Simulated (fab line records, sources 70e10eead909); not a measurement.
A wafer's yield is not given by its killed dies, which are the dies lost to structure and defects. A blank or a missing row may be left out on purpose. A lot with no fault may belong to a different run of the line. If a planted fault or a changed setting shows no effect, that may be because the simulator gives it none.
Which of the tools did it? ; flow nand harc ; 13 lots with 39 wafers sampled at 6 steps, on a route of 1159 steps

WHAT EACH GAUGE READ, for each wafer
NHARC_P_M2_INSPECT_27. Usual: raw defect count reads 327 (standard deviation 110).
lot;measured;on;raw defect count;flag
L927;day 6 00:10;defect inspect-01;210 350 426;
L929;day 6 10:10;defect inspect-02;272 422 357;
L932;day 7 13:44;defect inspect-01;273 340 420;
L934;day 7 19:25;defect inspect-01;326 353 474;
L933;day 7 20:05;defect inspect-01;272 279 233;
L936;day 8 11:29;defect inspect-02;314 208 385;
L939;day 9 13:28;defect inspect-02;353 372 402;
L938;day 9 17:19;defect inspect-01;390 297 726;
L942;day 9 23:26;defect inspect-02;238 363 272;
L945;day 10 13:36;defect inspect-02;315 524 474;
L946;day 10 21:16;defect inspect-02;345 358 251;
L947;day 11 07:26;defect inspect-02;457 303 336;
L950;day 11 15:57;defect inspect-02;247 249 324;

NHARC_A_SOURCE_PLATE_THK_MEAS_06: measures by ellipsometry. Usual: thk nm reads 199.4 nm (standard deviation 1.8).
lot;measured;on;thk nm (nm);flag
L927;day 7 03:43;film metro-02;196.9 200.7 198.9;
L929;day 7 14:11;film metro-01;198.1 198.3 195.3;
L932;day 8 17:56;film metro-02;198.7 196.0 198.9;
L934;day 9 01:13;film metro-02;202.7 197.6 200.8;
L933;day 9 01:13;film metro-01;198.7 201.0 200.8;
L936;day 9 15:36;film metro-01;196.0 195.3 196.4;
L939;day 10 17:32;film metro-01;201.5 202.9 199.9;
L938;day 10 23:43;film metro-02;198.7 201.3 198.1;
L942;day 11 03:19;film metro-01;201.2 197.8 199.1;
L945;day 11 19:58;film metro-02;198.7 198.5 199.9;
L946;day 12 01:01;film metro-02;201.5 199.4 200.8;
L947;day 12 11:14;film metro-01;201.0 198.2 197.4;
L950;day 12 19:51;film metro-02;197.5 199.6 199.3;

NHARC_A_ONON_D1_THK_MEAS_08: measures by ellipsometry. Usual: thk nm reads 1000 nm (standard deviation 12).
lot;measured;on;thk nm (nm);flag
L927;day 7 05:29;film metro-01;1008 1007 1008;
L929;day 7 15:58;film metro-02;1000 1001 1000;
L932;day 8 19:47;film metro-01;1001 999 1000;
L934;day 9 02:59;film metro-01;983 984 982;
L933;day 9 03:00;film metro-02;993 994 993;
L936;day 9 17:22;film metro-01;1022 1021 1022;
L939;day 10 19:19;film metro-01;656 655 656;OFF
L938;day 11 01:31;film metro-01;637 639 638;OFF
L942;day 11 05:13;film metro-01;652 653 651;OFF
L945;day 11 21:44;film metro-01;995 997 996;
L946;day 12 02:47;film metro-01;1002 1002 1000;
L947;day 12 13:04;film metro-01;991 992 992;
L950;day 12 21:38;film metro-01;978 976 977;

NHARC_END_SORT_01. Usual: killed at array 27, standard deviation 11; killed at other 0.6, standard deviation 0.89; killed at periphery 3.0, standard deviation 2.4; killed dies 31, standard deviation 12; killed open 3.2, standard deviation 1.6; killed short 2.0, standard deviation 1.5.
lot;measured;on;killed at array;killed at other;killed at periphery;killed dies;killed open;killed short;flag
L939;day 22 20:36;prober-01;674 672 674;0 0 1;3 5 2;677 677 677;2 2 2;2 3 3;OFF
L938;day 22 22:21;prober-02;676 676 675;0 0 0;1 1 2;677 677 677;3 5 3;1 0 3;OFF
L942;day 22 15:20;prober-02;677 675 673;0 1 1;0 1 3;677 677 677;5 3 2;1 2 4;OFF

WHICH TOOL RAN EACH LOT (tool, then ch and the chambers of the sampled wafers, then the start)
lot;NHARC_P_BONDPAD_STRIP_15;NHARC_A_ONON_D1_DEP_06
L927;rie diel-07 ch 0,1,2, day 6 02:32;pecvd onon-03 ch 0, day 7 04:59
L929;rie diel-07 ch 0,1,3, day 6 12:25;pecvd onon-04 ch 0, day 7 15:26
L932;rie diel-07 ch 0,2,3, day 7 16:48;pecvd onon-01 ch 0, day 8 19:16
L934;rie diel-07 ch 0,2,3, day 7 21:41;pecvd onon-01 ch 0, day 9 02:32
L933;rie diel-07 ch 0,3, day 7 22:28;pecvd onon-03 ch 0, day 9 02:29
L936;rie diel-06 ch 1,2, day 8 13:51;pecvd onon-01 ch 0, day 9 16:51
L939;rie diel-07 ch 1,3, day 9 15:56;pecvd onon-03 ch 0, day 10 18:48
L938;rie diel-13 ch 0,1,2, day 9 19:44;pecvd onon-03 ch 0, day 11 01:07
L942;rie diel-06 ch 0,1,2, day 10 01:43;pecvd onon-03 ch 0, day 11 04:53
L945;rie diel-13 ch 1,2,3, day 10 15:51;pecvd onon-04 ch 0, day 11 21:17
L946;rie diel-13 ch 1,2, day 10 23:38;pecvd onon-01 ch 0, day 12 02:17
L947;rie diel-07 ch 1,2, day 11 09:55;pecvd onon-04 ch 0, day 12 12:36
L950;rie diel-07 ch 1,2,3, day 11 18:22;pecvd onon-01 ch 0, day 12 21:07
- NHARC_P_BONDPAD_STRIP_15: strips in O2.
- NHARC_A_ONON_D1_DEP_06: target thk 1000 nm.

WHAT THE TOOLS THEMSELVES READ (means of the sampled wafers that have a number; where no wafer has one, the mark that the record gives instead)
NHARC_P_BONDPAD_STRIP_15. Usual: drypump motor current A 5.5 A, standard deviation 0.47; oes product au 1.003 a.u., standard deviation 0.0089; rf vpp V 57.6 V, standard deviation 0.89; showerhead plenum p Torr 3.49 Torr, standard deviation 0.13; throttle valve pct 17.036 %, standard deviation 0.0095.
lot;tool;drypump motor current A (A);oes product au (a.u.);rf vpp V (V);showerhead plenum p Torr (Torr);throttle valve pct (%);flag
L927;rie diel-07;5.5;1.001;57.5;3.50;17.036;
L929;rie diel-07;5.5;1.004;57.0;3.55;17.041;
L932;rie diel-07;5.7;0.992;57.9;3.57;17.037;
L934;rie diel-07;5.7;1.000;57.7;3.57;17.038;
L933;rie diel-07;6.0;0.998;57.3;3.65;17.032;
L936;rie diel-06;5.6;0.995;56.9;3.39;17.043;
L939;rie diel-07;5.0;1.003;57.8;3.44;17.029;
L938;rie diel-13;5.5;1.013;58.2;3.45;17.045;
L942;rie diel-06;5.5;1.002;58.1;3.42;17.039;
L945;rie diel-13;5.7;1.019;57.4;3.52;17.029;
L946;rie diel-13;5.7;1.008;56.9;3.45;17.039;
L947;rie diel-07;5.3;1.003;57.7;3.41;17.040;
L950;rie diel-07;5.2;1.013;56.5;3.46;17.031;

THE ANSWER, worked out from the rows above alone
Rule: a lot is off if the mean of its wafers that have a number lies more than 3 standard deviations from the usual mean. Also off: a lot with no number at a reading for which 4 or more lots have one. Where the step has rows for the other lots, those lots are counted as sound. After the gauges, taken in route order, come the tools' own readings; for these a lot's mean is taken, as printed above. The first step at which some lot is off is used, and at that step the reading that is off furthest; a lot without a number counts as furthest.
Off: L939, L938, L942 (NHARC_A_ONON_D1_THK_MEAS_08, thk nm).
If a tool, at a process step before that reading, ran all the lots that are off and no sound lot after the first of them, it fits. The gauges at NHARC_A_ONON_D1_THK_MEAS_08 aren't tried: what is off there is off at NHARC_END_SORT_01 too, on other tools, and a gauge's error can't cause that. One fits: pecvd onon-03 at NHARC_A_ONON_D1_DEP_06. Its last sound lot is L933 (day 9 02:29), its first lot that is off L939 (day 10 18:48): a fault that began between those two fits.

WHAT WAS PUT IN BY THE SIMULATOR
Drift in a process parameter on pecvd onon-03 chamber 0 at NHARC_A_ONON_D1_DEP_06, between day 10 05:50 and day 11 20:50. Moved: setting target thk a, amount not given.
Lots struck among those shown: L939, L938, L942. This agrees with what the rule above found.
